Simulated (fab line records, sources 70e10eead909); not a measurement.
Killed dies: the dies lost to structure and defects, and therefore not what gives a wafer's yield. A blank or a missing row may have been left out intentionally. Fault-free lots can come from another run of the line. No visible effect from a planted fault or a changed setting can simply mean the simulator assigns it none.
Which of the tools did it? / flow nand harc / 42 wafers from 14 lots sampled at 6 of the route's 1302 steps

## WHAT THE GAUGES SHOWED, per wafer
NHARC_A_ZERO_WELL_CD_MEAS_10: the cd target is 2000 nm. Usual: cd nm reads 1999.9 nm (standard deviation 1.8).
lot=L335; measured=day 7 05:38; on=cd sem-03; cd nm (nm)=1999.2 2000.7 1998.8; flag=
lot=L336; measured=day 7 19:13; on=cd sem-02; cd nm (nm)=2001.0 1996.5 1999.0; flag=
lot=L337; measured=day 8 00:19; on=cd sem-03; cd nm (nm)=2000.0 1999.7 2002.0; flag=
lot=L338; measured=day 8 11:34; on=cd sem-03; cd nm (nm)=2000.0 2001.1 2000.2; flag=
lot=L339; measured=day 9 00:36; on=cd sem-03; cd nm (nm)=1998.9 1997.6 1998.9; flag=
lot=L341; measured=day 9 13:55; on=cd sem-02; cd nm (nm)=2001.0 2000.9 1999.9; flag=
lot=L342; measured=day 10 03:04; on=cd sem-03; cd nm (nm)=1999.5 1999.3 1996.6; flag=
lot=L344; measured=day 10 21:49; on=cd sem-02; cd nm (nm)=1998.4 2001.0 1999.5; flag=
lot=L345; measured=day 11 08:09; on=cd sem-03; cd nm (nm)=2000.8 1998.6 2001.1; flag=
lot=L346; measured=day 11 16:01; on=cd sem-03; cd nm (nm)=2001.4 1999.4 2000.4; flag=
lot=L348; measured=day 12 19:11; on=cd sem-02; cd nm (nm)=2001.5 1997.5 2000.7; flag=
lot=L351; measured=day 13 20:44; on=cd sem-03; cd nm (nm)=2000.1 2001.4 2001.4; flag=
lot=L352; measured=day 14 08:08; on=cd sem-03; cd nm (nm)=1996.7 1997.6 1998.7; flag=
lot=L357; measured=day 16 12:20; on=cd sem-01; cd nm (nm)=2002.4 2001.3 1999.2; flag=

NHARC_A_SOURCE_PLATE_THK_MEAS_06: measures by ellipsometry. Usual: thk nm reads 200.0 nm (standard deviation 2.2).
lot=L335; measured=day 8 00:36; on=film metro-01; thk nm (nm)=199.1 201.5 198.0; flag=
lot=L336; measured=day 8 19:07; on=film metro-02; thk nm (nm)=202.5 203.1 201.7; flag=
lot=L337; measured=day 8 19:07; on=film metro-01; thk nm (nm)=204.0 202.7 202.1; flag=
lot=L338; measured=day 9 11:02; on=film metro-01; thk nm (nm)=197.0 197.9 197.7; flag=
lot=L339; measured=day 9 22:27; on=film metro-02; thk nm (nm)=199.5 200.9 201.4; flag=
lot=L341; measured=day 10 16:59; on=film metro-02; thk nm (nm)=202.6 199.9 202.6; flag=
lot=L342; measured=day 11 02:28; on=film metro-01; thk nm (nm)=199.1 200.8 199.4; flag=
lot=L344; measured=day 11 22:08; on=film metro-02; thk nm (nm)=200.2 200.5 199.5; flag=
lot=L345; measured=day 12 05:58; on=film metro-01; thk nm (nm)=197.8 200.2 197.2; flag=
lot=L346; measured=day 12 12:49; on=film metro-02; thk nm (nm)=199.3 195.3 196.3; flag=
lot=L348; measured=day 13 18:29; on=film metro-01; thk nm (nm)=203.0 202.7 204.9; flag=
lot=L351; measured=day 14 18:08; on=film metro-02; thk nm (nm)=196.3 200.1 197.7; flag=
lot=L352; measured=day 15 07:16; on=film metro-01; thk nm (nm)=199.0 198.5 202.4; flag=
lot=L357; measured=day 17 09:26; on=film metro-01; thk nm (nm)=197.3 196.8 196.8; flag=

NHARC_A_ONON_D1_THK_MEAS_02: measures by ellipsometry. Usual: thk nm reads 1000 nm (standard deviation 10).
lot=L335; measured=day 8 01:16; on=film metro-02; thk nm (nm)=980 981 983; flag=
lot=L336; measured=day 8 19:45; on=film metro-02; thk nm (nm)=994 997 996; flag=
lot=L337; measured=day 8 19:46; on=film metro-01; thk nm (nm)=1009 1009 1009; flag=
lot=L338; measured=day 9 11:43; on=film metro-02; thk nm (nm)=1005 1005 1005; flag=
lot=L339; measured=day 9 23:05; on=film metro-01; thk nm (nm)=989 987 989; flag=
lot=L341; measured=day 10 17:39; on=film metro-01; thk nm (nm)=993 994 993; flag=
lot=L342; measured=day 11 03:09; on=film metro-02; thk nm (nm)=997 995 996; flag=
lot=L344; measured=day 11 22:46; on=film metro-02; thk nm (nm)=1014 1016 1016; flag=
lot=L345; measured=day 12 06:39; on=film metro-01; thk nm (nm)=1003 1002 1002; flag=
lot=L346; measured=day 12 13:30; on=film metro-02; thk nm (nm)=1005 1006 1006; flag=
lot=L348; measured=day 13 19:08; on=film metro-02; thk nm (nm)=1004 1003 1004; flag=
lot=L351; measured=day 14 18:49; on=film metro-02; thk nm (nm)=1001 999 1000; flag=
lot=L352; measured=day 15 07:54; on=film metro-01; thk nm (nm)=1016 1016 1016; flag=
lot=L357; measured=day 17 10:05; on=film metro-02; thk nm (nm)=985 987 986; flag=

NHARC_A_ONON_D1_THK_MEAS_11: measures by ellipsometry. Usual: thk nm reads 999 nm (standard deviation 11).
lot=L335; measured=day 8 02:57; on=film metro-02; thk nm (nm)=1007 1010 1007; flag=
lot=L336; measured=day 8 21:28; on=film metro-01; thk nm (nm)=996 999 999; flag=
lot=L337; measured=day 8 21:29; on=film metro-02; thk nm (nm)=1000 999 1000; flag=
lot=L338; measured=day 9 13:25; on=film metro-01; thk nm (nm)=1003 1003 1004; flag=
lot=L339; measured=day 10 00:47; on=film metro-01; thk nm (nm)=1021 1023 1020; flag=
lot=L341; measured=day 10 19:22; on=film metro-01; thk nm (nm)=986 986 985; flag=
lot=L342; measured=day 11 04:50; on=film metro-02; thk nm (nm)=995 998 998; flag=
lot=L344; measured=day 12 00:28; on=film metro-01; thk nm (nm)=990 990 990; flag=
lot=L345; measured=day 12 08:21; on=film metro-02; thk nm (nm)=1000 1000 1000; flag=
lot=L346; measured=day 12 15:12; on=film metro-02; thk nm (nm)=1008 1009 1008; flag=
lot=L348; measured=day 13 20:50; on=film metro-02; thk nm (nm)=993 990 992; flag=
lot=L351; measured=day 14 20:31; on=film metro-02; thk nm (nm)=614 615 615; flag=OFF
lot=L352; measured=day 15 09:36; on=film metro-02; thk nm (nm)=589 590 589; flag=OFF
lot=L357; measured=day 17 11:47; on=film metro-01; thk nm (nm)=978 978 978; flag=

NHARC_END_SORT_01. Usual: killed at array 58, standard deviation 20; killed at other 1.0, standard deviation 1.2; killed at periphery 4.1, standard deviation 3; killed dies 63, standard deviation 20; killed open 3.2, standard deviation 1.7; killed short 2.5, standard deviation 1.5.
lot=L339; measured=day 26 09:28; on=prober-01; killed at array=102 79 82; killed at other=1 2 4; killed at periphery=8 2 7; killed dies=111 83 93; killed open=4 2 5; killed short=2 2 2; flag=
lot=L351; measured=day 30 23:25; on=prober-01; killed at array=675 672 677; killed at other=0 2 0; killed at periphery=2 3 0; killed dies=677 677 677; killed open=4 2 2; killed short=5 6 3; flag=OFF
lot=L352; measured=day 31 15:04; on=prober-02; killed at array=675 674 674; killed at other=1 0 0; killed at periphery=1 3 3; killed dies=677 677 677; killed open=4 4 3; killed short=1 7 3; flag=OFF

## WHICH TOOL RAN EACH LOT (tool, then ch and the chambers of the sampled wafers, then the start)
lot=L335; NHARC_A_ONON_D1_DEP_09=pecvd onon-02 ch 0, day 8 02:37
lot=L336; NHARC_A_ONON_D1_DEP_09=pecvd onon-01 ch 0, day 8 20:57
lot=L337; NHARC_A_ONON_D1_DEP_09=pecvd onon-04 ch 0, day 8 21:05
lot=L338; NHARC_A_ONON_D1_DEP_09=pecvd onon-02 ch 0, day 9 12:54
lot=L339; NHARC_A_ONON_D1_DEP_09=pecvd onon-04 ch 0, day 10 00:23
lot=L341; NHARC_A_ONON_D1_DEP_09=pecvd onon-02 ch 0, day 10 18:50
lot=L342; NHARC_A_ONON_D1_DEP_09=pecvd onon-04 ch 0, day 11 04:20
lot=L344; NHARC_A_ONON_D1_DEP_09=pecvd onon-04 ch 0, day 11 23:58
lot=L345; NHARC_A_ONON_D1_DEP_09=pecvd onon-04 ch 0, day 12 07:57
lot=L346; NHARC_A_ONON_D1_DEP_09=pecvd onon-02 ch 0, day 12 14:45
lot=L348; NHARC_A_ONON_D1_DEP_09=pecvd onon-01 ch 0, day 13 20:22
lot=L351; NHARC_A_ONON_D1_DEP_09=pecvd onon-02 ch 0, day 14 20:04
lot=L352; NHARC_A_ONON_D1_DEP_09=pecvd onon-02 ch 0, day 15 09:06
lot=L357; NHARC_A_ONON_D1_DEP_09=pecvd onon-01 ch 0, day 17 11:23
- NHARC_A_ONON_D1_DEP_09: target thk 1000 nm.

## WHAT THE TOOLS THEMSELVES READ (means of the sampled wafers that have a number; where no wafer has one, the mark that the record gives instead)
The record holds no such reading with a usual standard deviation.

## THE ANSWER, worked out from the rows above alone
Rule: a lot counts as off when the mean over its wafers that have a number is more than 3 standard deviations away from the usual mean. A lot without any number at a reading at which 4 lots or more have one is off too. The other lots that the step has rows for count as sound. The gauges are gone through in route order, then the tools' own readings, and for those a lot's mean is taken as printed above. The first step at which some lot is off is used, and at that step the reading that is off furthest; a lot without a number counts as furthest.
Off: L351, L352 (NHARC_A_ONON_D1_THK_MEAS_11, thk nm).
A tool fits if, at a process step before that reading, it ran every lot that is off, and no sound lot after the first of them. Not tried: the gauges at NHARC_A_ONON_D1_THK_MEAS_11; whatever is off there is also off at NHARC_END_SORT_01, on other tools, and gauge error can't account for it. One fits: NHARC_A_ONON_D1_DEP_09 on pecvd onon-02. Its last sound lot is L346 (day 12 14:45), its first lot that is off L351 (day 14 20:04): a fault that began between those two fits.

## WHAT THE SIMULATOR HAD INSERTED
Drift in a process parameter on pecvd onon-02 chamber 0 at NHARC_A_ONON_D1_DEP_09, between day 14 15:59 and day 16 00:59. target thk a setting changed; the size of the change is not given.
Shown lots that were struck: L351, L352. Same finding as the rule above.
